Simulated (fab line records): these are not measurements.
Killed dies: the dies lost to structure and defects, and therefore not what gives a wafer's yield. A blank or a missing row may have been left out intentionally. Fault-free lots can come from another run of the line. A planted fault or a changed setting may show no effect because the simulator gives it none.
A struck lot beside a sound one -- flow n5_finfet -- 37 out of 1938 route steps
Sound: the wafers L543.2, L543.3, L543.6. Struck: wafers L536.1, L536.2, L536.4. Last of all comes the cause.
For every step that has rows: the tool of each side, followed by ch and its chambers, followed by its first start. Under that, the readings that differ: sound wafers -- struck wafers -- difference of the means -- sigmas: that difference in standard deviations of wafers without a fault.
alike: readings whose means differ by less than 2 such deviations, and words and numbers that are the same on both sides. not compared: withheld readings, readings that some wafer has no value for, bounds like >300 that may hide the same value, and numbers for which the record gives no deviation and whose values overlap.
The two part at a step that has a row with sigmas, a row that says differs or no value, or rows on one side only. When numbers do not overlap yet have no deviation, they are printed without sigmas and do not part them. A reading missing from all wafers of one side parts the sides only when that side holds two or more wafers.

first, 9 steps without rows for these wafers: N5_PMOS_HMC_CHANNEL_EPI_EXPOSE_06 (exposes mask PMOS HMC BLK, target cd 240 nm); N5_PMOS_HMC_CHANNEL_EPI_PEB_07 (peb time 60 s); N5_PMOS_HMC_CHANNEL_EPI_DEVELOP_08 (develop time 30 s); N5_PMOS_HMC_CHANNEL_EPI_DESCUM_14 (chemistry O2, time 7.9 s); N5_PMOS_HMC_CHANNEL_EPI_ETCH_32 (etches BARC in N2/H2, stops on SiO2, target depth 85.8 nm, time 50.3 s); N5_PMOS_HMC_CHANNEL_EPI_HM_OPEN_15 (chemistry CHF3/O2, target SiO2, target depth 40.6 nm, time 20.3 s); N5_PMOS_HMC_CHANNEL_EPI_STRIP_33 (strips in N2/H2); N5_PMOS_HMC_CHANNEL_EPI_STRIP_17 (strips in SPM, time 750 s); N5_PMOS_HMC_CHANNEL_EPI_ETCH_38 (etches SiO2 in CF4, target depth 1.5 nm).
N5_PMOS_HMC_CHANNEL_EPI_FIN_RECESS_16: chemistry HBr/Cl2, target Si, target depth 54 nm, time 18 s.
  sound on rie_si-04 ch 1,2,3, day 7 05:29; struck on rie_si-03 ch 0,2,3, day 5 11:59
  no value came back on the struck wafers for any of 5 readings (HBr_flow_sccm (sccm), bias_w (W) and others); on the sound wafers HBr_flow_sccm (sccm) reads 150.2 149.9 151.4
reading,sound,struck,difference,sigmas
model.SiO2_of_PMOS_HMC_CHANNEL_EPI_HM_DEP_34.thk_nm (nm),30.3 30.47 30.45,34.26 34.91 34.48,+4.14,
  not compared: rf_hours_counter_h
then, 1 step without rows for these wafers: N5_PMOS_HMC_CHANNEL_EPI_PRECLEAN_36 (cleans in O3/DIW, time 45 s).
N5_PMOS_HMC_CHANNEL_EPI_PRECLEAN_18: cleans in DHF, time 30 s.
  sound on wet_bench-01 ch 2,6,7, day 7 05:35; struck on wet_bench-04 ch 3,6,7, day 5 12:06
reading,sound,struck,difference,sigmas
model.SiO2_of_PMOS_HMC_CHANNEL_EPI_HM_DEP_34.thk_nm (nm),24.72 24.91 24.92,28.68 29.35 28.91,+4.13,
  alike: temp_c
then, 22 steps without rows for these wafers: N5_PMOS_HMC_CHANNEL_EPI_SRD_19 (time 30 s); N5_PMOS_HMC_CHANNEL_EPI_EPI_20 (deposits SiGe30, target thk 59 nm); N5_PMOS_HMC_CHANNEL_EPI_HM_STRIP_35 (strips SiO2 in dHF, material SiO2, target depth 39.6 nm, time 216 s); N5_PMOS_HMC_CHANNEL_EPI_SRD_39 (time 30 s); N5_PMOS_HMC_CHANNEL_EPI_CMP_21 (polishes SiGe30, target thk 54 nm); N5_PMOS_HMC_CHANNEL_EPI_PRECLEAN_40 (cleans in DHF, time 30 s); N5_PMOS_HMC_CHANNEL_EPI_PRECLEAN_37 (cleans in O3/DIW, time 45 s); N5_PMOS_HMC_CHANNEL_EPI_PRECLEAN_24 (cleans in DHF, time 30 s); N5_PMOS_HMC_CHANNEL_EPI_SRD_25 (time 30 s); N5_PMOS_HMC_CHANNEL_EPI_EPI_26 (deposits Si from SiH4/H2, target thk 3.8 nm, time 22.7 s); N5_FIN_SAQP_PRECLEAN_42 (cleans in O3/DIW, time 60 s); N5_FIN_SAQP_PRECLEAN_00 (cleans in SC1, time 60 s); N5_FIN_SAQP_PRECLEAN_44 (cleans in SC2, time 45 s); N5_FIN_SAQP_SRD_01 (time 30 s); N5_FIN_SAQP_ALD_61 (deposits SiO2, target thk 4 nm, pulse time 1 s, purge time 2 s); N5_FIN_SAQP_DENSIFY_62 (time 60 s); N5_FIN_SAQP_HM_DEP_03 (deposits SiNx from SiH4/NH3/N2, target thk 38 nm, time 33.6 s); N5_FIN_SAQP_PECVD_47 (deposits a-Si from SiH4/He, target thk 45 nm, time 36.3 s); N5_FIN_SAQP_PECVD_48 (deposits SiNx from SiH4/NH3/N2, target thk 25 nm, time 22.1 s); N5_FIN_SAQP_PECVD_06 (deposits a-Si from SiH4/He, target thk 60 nm, time 48.1 s); N5_FIN_SAQP_HM_DEP_72 (deposits SiO2 from SiH4/N2O, target thk 12 nm, time 7.2 s); N5_FIN_SAQP_COAT_49 (time 60 s, resist thk 100 nm).
N5_FIN_SAQP_OVL_MEAS_17:
  sound on overlay-01 ch 0, day 7 09:15; struck on overlay-02 ch 0, day 5 15:38
reading,sound,struck,difference,sigmas
FIN_CORE_OVL (nm),1.2 2.3 1.1,- - -,no value on the struck wafers,
-- a jump in the record: the struck wafers' starts before and after are 8 days apart (it breaks off in module FIN_SAQP and resumes in module BEOL_M4, where the first step shown is number 1111 of the route) --
N5_BEOL_M4_RC_MEAS_101:
  sound on prober-02 ch 0, day 14 12:44; struck on prober-01 ch 0, day 13 14:22
reading,sound,struck,difference,sigmas
CJ_P,5.90 5.66 5.76,6.40 6.50 6.43,+0.67,+4
DIBL_P (mV/V),35.9 33.9 34.3,56.2 57.5 52.3,+20.6,+10
IOFF_P (nA/um),0.22 0.20 0.20,0.00 0.00 0.00,-0.21,-6
IOFF_P_85C (nA/um),3.8 3.5 3.4,0.0 0.1 0.0,-3.5,-7
IOFF_P_LIN (nA/um),0.105 0.098 0.099,0.000 0.001 0.000,-0.100,-8
IOFF_P_LONG (nA/um),0.000121 0.000114 0.000117,2.9e-05 3.1e-05 3e-05,-8.7e-05,-11
ION_P (uA/um),483 462 478,118 119 117,-356,-42
REXT_P (ohm.um),99.3 99.1 101.0,76.6 76.5 77.2,-23.0,-9
SS_P (mV/dec),73.2 71.7 72.5,76.8 76.2 75.4,+3.7,+5
VT_P (mV),-250 -248 -250,-418 -417 -425,-171,-55
VT_P_LONG (mV),-276 -271 -272,-495 -497 -496,-223,-72
VT_P_LVT (mV),-97.8 -98.7 -99.6,-265.7 -261.3 -267.5,-166.1,-64
  alike: DIBL_N, IOFF_N, ION_N, SS_N, VT_N
-- record jumps: 5 days separate the struck wafers' starts on either side; left off in module BEOL_M4, taken up again in module PASSIVATION, whose first shown step is the route's number 1936 --
N5_PASSIVATION_PROBE_49:
  record: rows for the struck wafers here (prober-02, day 18 17:04), none for the sound ones

== WHERE THEY PART ==
Earliest at N5_PMOS_HMC_CHANNEL_EPI_FIN_RECESS_16; latest, in this record, at N5_PASSIVATION_PROBE_49.

WHY: what had been put in by the simulator
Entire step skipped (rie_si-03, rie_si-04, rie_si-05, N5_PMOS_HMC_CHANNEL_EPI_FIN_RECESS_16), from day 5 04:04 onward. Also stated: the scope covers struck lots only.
